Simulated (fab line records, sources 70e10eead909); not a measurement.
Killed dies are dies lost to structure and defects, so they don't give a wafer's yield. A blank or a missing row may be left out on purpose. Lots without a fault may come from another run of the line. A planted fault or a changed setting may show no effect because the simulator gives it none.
Which tool did it? | flow nand_harc | 12 lots, 36 wafers sampled, at 5 steps of a route of 1159

WHAT THE GAUGES READ, wafer by wafer
NHARC_HYBRID_BOND_OVL_MEAS_05.
lot  | measured     | on         | overlay_x_nm (nm) | overlay_y_nm (nm)
L873 | day 19 05:41 | overlay-01 | -1 -27 27         | -18 -3 -43
L876 | day 19 05:41 | overlay-02 | -23 -78 -16       | -33 -34 22
L875 | day 19 05:43 | overlay-02 | 50 7 -53          | 44 -51 -1
L879 | day 20 06:46 | overlay-02 | 10 -26 35         | 13 25 -6
L880 | day 20 06:46 | overlay-01 | -59 -20 17        | 67 6 10
L878 | day 20 15:38 | overlay-02 | -20 30 86         | -24 5 0
L883 | day 20 21:42 | overlay-02 | -5 9 -41          | 41 -31 10
L884 | day 21 06:32 | overlay-01 | -62 18 -9         | -37 19 -21
L887 | day 21 06:32 | overlay-01 | 47 -46 28         | -33 7 -15
L893 | day 23 20:39 | overlay-01 | 13 0 -38          | -4 10 -26
L896 | day 24 05:08 | overlay-02 | -4 19 27          | -80 -58 -10
L895 | day 24 05:09 | overlay-01 | 24 23 71          | -27 12 27

NHARC_END_SORT_01.
lot  | measured     | on        | defect_limited_yield (%) | killed_at_array | killed_at_other | killed_at_periphery | killed_dies | killed_open | killed_short | sort_bin_2_pct (%) | sort_bin_3_pct (%) | sort_bin_4_pct (%) | sort_n_pass | sort_rim_yield_pct (%) | sort_yield_pct (%)
L873 | day 20 08:11 | prober-01 | 97.9 97.9 97.2           | 8 10 13         | 0 0 0           | 6 4 6               | 14 14 19    | 1 0 5       | 0 2 3        | 0.9 0.7 1.5        | 0 0.15 0.15        | 1.2 1.2 1.2        | 663 663 658 | 97.2 98.1 98.1         | 97.9 97.9 97.2
L879 | day 21 00:21 | prober-02 | 94.8 94.1 95.3           | 32 35 26        | 0 0 0           | 3 5 6               | 35 40 32    | 2 5 4       | 2 2 2        | 2.2 1.6 1.2        | 0.30 0 0.44        | 2.7 4.3 3.1        | 642 637 645 | 96.2 98.1 94.3         | 94.8 94.1 95.3
L880 | day 21 02:13 | prober-01 | 96.0 95.6 96.5           | 25 27 21        | 1 1 0           | 1 2 3               | 27 30 24    | 4 4 7       | 2 4 2        | 1.6 1.6 1.3        | 0.30 0.30 0        | 2.1 2.5 2.2        | 650 647 653 | 91.5 97.2 99.1         | 96.0 95.6 96.5
L878 | day 21 10:20 | prober-01 | 97.2 97.2 97.9           | 13 10 9         | 0 0 0           | 6 9 5               | 19 19 14    | 5 2 2       | 2 4 3        | 1.0 0.9 1.2        | 0.15 0.30 0        | 1.6 1.6 0.9        | 658 658 663 | 99.1 97.2 100.0        | 97.2 97.2 97.9
L893 | day 24 14:53 | prober-02 | 92.2 94.4 94.1           | 52 33 39        | 0 1 0           | 1 4 1               | 53 38 40    | 1 2 1       | 1 0 3        | 2.5 2.8 1.5        | 0.44 0.30 0.89     | 4.9 2.5 3.5        | 624 639 637 | 94.3 91.5 90.6         | 92.2 94.4 94.1

WHICH TOOL RAN EACH LOT (tool, then ch and the chambers of the sampled wafers, then the start)
lot  | NHARC_THIN_TSV_ETCH_44             | NHARC_THIN_TSV_STRIP_62              | NHARC_THIN_TSV_PRE_CLEAN_50
L873 | rie_diel-06 ch 1,2,3, day 19 10:02 | plasma_asher-01 ch 0,1, day 19 12:26 | pvd_sputter-01, day 20 08:11 or earlier
L876 | rie_diel-07 ch 1,2, day 19 08:47   | plasma_asher-02 ch 0,1, day 19 11:24 | pvd_sputter-01, no start
L875 | rie_diel-06 ch 2,3, day 19 12:19   | plasma_asher-01 ch 0,1, day 19 14:57 | pvd_sputter-01, no start
L879 | rie_diel-06 ch 0,1,3, day 20 11:02 | plasma_asher-01 ch 0,1, day 20 13:23 | pvd_sputter-01, day 21 00:21 or earlier
L880 | rie_diel-07 ch 0,2,3, day 20 09:49 | plasma_asher-01 ch 0, day 20 12:07   | pvd_sputter-03, day 21 02:13 or earlier
L878 | rie_diel-11 ch 0,1,2, day 20 18:30 | plasma_asher-01 ch 0,1, day 20 21:22 | pvd_sputter-02, day 21 10:20 or earlier
L883 | rie_diel-07 ch 0,3, day 21 00:34   | plasma_asher-02 ch 0,1, day 21 03:02 | pvd_sputter-03, no start
L884 | rie_diel-11 ch 0,2,3, day 21 09:37 | plasma_asher-02 ch 0,1, day 21 11:52 | pvd_sputter-02, no start
L887 | rie_diel-11 ch 1,2,3, day 21 10:54 | plasma_asher-01 ch 0,1, day 21 13:10 | pvd_sputter-03, no start
L893 | rie_diel-06 ch 0,1, day 23 23:38   | plasma_asher-01 ch 0, day 24 02:02   | pvd_sputter-02, day 24 14:53 or earlier
L896 | rie_diel-11 ch 0,1,3, day 24 08:09 | plasma_asher-02 ch 0,1, day 24 10:31 | pvd_sputter-02, no start
L895 | rie_diel-07 ch 0,2, day 24 10:34   | plasma_asher-02 ch 0, day 24 12:54   | pvd_sputter-01, no start
- NHARC_THIN_TSV_ETCH_44: etches the open film in CF4/O2, target depth 1594.2 nm, time 797.1 s.
- NHARC_THIN_TSV_STRIP_62: strips in N2/H2, time 20 s.
- NHARC_THIN_TSV_PRE_CLEAN_50: time 30 s.

WHAT THE TOOLS THEMSELVES READ (means of the sampled wafers that have a number; where no wafer has one, the mark that the record gives instead)
NHARC_THIN_TSV_ETCH_44.
lot  | tool        | drypump_motor_current_A (A) | oes_product_au (a.u.) | rf_fwd_power_W (W) | rf_vpp_V (V) | showerhead_plenum_p_Torr (Torr) | throttle_valve_pct (%)
L873 | rie_diel-06 | 5.7                         | 0.997                 | 299.6              | 795          | 1.85                            | 16.909
L876 | rie_diel-07 | 5.8                         | 1.007                 | 299.0              | 800          | 1.93                            | 16.921
L875 | rie_diel-06 | 5.7                         | 0.998                 | 301.2              | 795          | 1.85                            | 16.912
L879 | rie_diel-06 | 5.5                         | 1.003                 | 300.0              | 792          | 1.79                            | 16.913
L880 | rie_diel-07 | 5.5                         | 0.997                 | 300.5              | 795          | 1.83                            | 16.907
L878 | rie_diel-11 | 6.3                         | 1.004                 | 299.5              | 795          | 1.84                            | 16.914
L883 | rie_diel-07 | 5.4                         | 0.997                 | 299.7              | 794          | 1.82                            | 16.915
L884 | rie_diel-11 | 5.9                         | 0.994                 | 299.5              | 794          | 1.82                            | 16.912
L887 | rie_diel-11 | 6.0                         | 0.999                 | 300.3              | 795          | 1.85                            | 16.925
L893 | rie_diel-06 | 5.6                         | 1.017                 | 311.6              | 792          | 1.79                            | 16.911
L896 | rie_diel-11 | 6.1                         | 1.005                 | 299.4              | 792          | 1.80                            | 16.908
L895 | rie_diel-07 | 5.7                         | 1.003                 | 299.4              | 793          | 1.84                            | 16.917

NHARC_THIN_TSV_STRIP_62.
lot  | tool            | drypump_motor_current_A (A) | heater_power_w (W)
L873 | plasma_asher-01 | 5.6                         | 324
L876 | plasma_asher-02 | 5.3                         | 307
L875 | plasma_asher-01 | 5.9                         | 310
L879 | plasma_asher-01 | 5.6                         | 316
L880 | plasma_asher-01 | 5.2                         | 321
L878 | plasma_asher-01 | 5.6                         | 313
L883 | plasma_asher-02 | 5.3                         | 303
L884 | plasma_asher-02 | 5.3                         | 304
L887 | plasma_asher-01 | 6.0                         | 308
L893 | plasma_asher-01 | 5.2                         | 326
L896 | plasma_asher-02 | 5.7                         | 311
L895 | plasma_asher-02 | 4.9                         | 298

NHARC_THIN_TSV_PRE_CLEAN_50.
lot  | tool           | heater_power_w (W)
L873 | pvd_sputter-01 | 452
L876 | pvd_sputter-01 | 442
L875 | pvd_sputter-01 | 444
L879 | pvd_sputter-01 | 460
L880 | pvd_sputter-03 | 416
L878 | pvd_sputter-02 | 385
L883 | pvd_sputter-03 | 376
L884 | pvd_sputter-02 | 449
L887 | pvd_sputter-03 | 407
L893 | pvd_sputter-02 | 430
L896 | pvd_sputter-02 | 382
L895 | pvd_sputter-01 | 469

THE ANSWER, worked out from the rows above alone
Rule: what is usual is taken from the lots themselves. Put in order of their means at a reading, lots are off if they are a third of the lots or fewer, leave a main group of 4 or more, and stand apart from it by a gap of 3 or more times the standard deviation of the main group's means; of several such gaps the widest counts. A main group whose means are all the same, to the digits that the tables above print for the reading, isn't used. A lot without any number at a reading at which 4 lots or more have one is off too. The other lots that the step has rows for count as sound. The gauges are gone through in route order, then the tools' own readings, and for those a lot's mean is taken as printed above. The first step at which some lot is off is used, and at that step the reading that is off furthest; a lot without a number counts as furthest.
Off: L893, at NHARC_END_SORT_01 (sort_bin_3_pct). The main group: mean 0.17 %, standard deviation 0.055. Neither off nor sound, because the step has no rows for them: L876, L875, L883, L884, L887, L896, L895.
A tool fits if, at a process step before that reading, it ran every lot that is off, and no sound lot after the first of them. The gauges at NHARC_END_SORT_01 aren't tried: what is off there is off at NHARC_THIN_TSV_ETCH_44 too, on other tools, and a gauge's error can't cause that. NHARC_THIN_TSV_PRE_CLEAN_50 gives no start for some lots, so the hours and the order of its lots are those of NHARC_END_SORT_01. Can't be told from this: 3 tools fit, rie_diel-06 at NHARC_THIN_TSV_ETCH_44, plasma_asher-01 at NHARC_THIN_TSV_STRIP_62, pvd_sputter-02 at NHARC_THIN_TSV_PRE_CLEAN_50.

WHAT THE SIMULATOR HAD PUT IN
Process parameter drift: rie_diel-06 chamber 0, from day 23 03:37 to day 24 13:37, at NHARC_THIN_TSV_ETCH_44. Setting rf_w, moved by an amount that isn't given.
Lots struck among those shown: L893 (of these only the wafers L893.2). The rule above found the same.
